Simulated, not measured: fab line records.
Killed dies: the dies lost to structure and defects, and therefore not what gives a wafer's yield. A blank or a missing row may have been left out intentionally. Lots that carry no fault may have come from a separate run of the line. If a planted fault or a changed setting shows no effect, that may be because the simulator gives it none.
Chamber matching + flow n5-finfet + N5_MOL_CONTACT_COAG_DESCUM_13 on rie-diel-02: 4 sister chambers
The step chemistry O2, time 7 s. 8 wafers are shown with their chamber, then 9 later ones without.

== WAFERS PAIRED WITH THEIR CHAMBERS ==
| wafer  | chamber | drypump-motor-current-A (A) | showerhead-plenum-p-Torr (Torr) |
|--------|---------|-----------------------------|---------------------------------|
| L076.6 | 3       | 5.76                        | 2.06                            |
| L080.6 | 2       | 5.64                        | 2.06                            |
| L081.2 | 0       | 5.70                        | 1.96                            |
| L083.4 | 1       | 5.20                        | 2.01                            |
| L083.5 | 0       | 5.71                        | 1.96                            |
| L085.2 | 1       | 5.20                        | 2.01                            |
| L085.3 | 2       | 5.66                        | 2.05                            |
| L085.6 | 3       | 5.73                        | 2.06                            |

== WAFERS WITHOUT THEIR CHAMBER ==
| wafer  | drypump-motor-current-A (A) | showerhead-plenum-p-Torr (Torr) |
|--------|-----------------------------|---------------------------------|
| L090.2 | 5.77                        | 2.06                            |
| L090.3 | 5.70                        | 1.96                            |
| L090.5 | 5.21                        | 2.01                            |
| L091.1 | 5.69                        | 2.05                            |
| L091.3 | 5.18                        | 2.01                            |
| L091.5 | 5.68                        | 1.96                            |
| L094.2 | 5.70                        | 1.95                            |
| L094.4 | 5.69                        | 1.96                            |
| L094.6 | 5.69                        | 2.05                            |

== WHICH CHAMBER EACH WENT THROUGH ==
| wafer  | from the rows above     | in truth |
|--------|-------------------------|----------|
| L090.2 | 3                       | 3        |
| L090.3 | 0                       | 0        |
| L090.5 | 1                       | 1        |
| L091.1 | can't be placed: 2 or 3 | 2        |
| L091.3 | 1                       | 1        |
| L091.5 | 0                       | 0        |
| L094.2 | 0                       | 0        |
| L094.4 | 0                       | 0        |
| L094.6 | can't be placed: 2 or 3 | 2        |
Correct placement for 7 of the 9. Cannot be placed on the basis of these rows: 2; the candidates contain the true chamber in 2. Number placed wrongly: 0.
How it was worked out, from the rows above alone: a wafer's distance from a chamber is the root of the sum, over the readings, of the square of ((its reading less the chamber's mean) divided by the reading's scatter). The wafer belongs to the nearest chamber; if the next one is less than 2 further off, it can't be placed. For every chamber, the mean is computed from those of its wafers that are shown. The scatter is the square root of a quotient: the sum, over the shown wafers, of each reading's squared deviation from its chamber's mean, divided by wafers minus chambers.
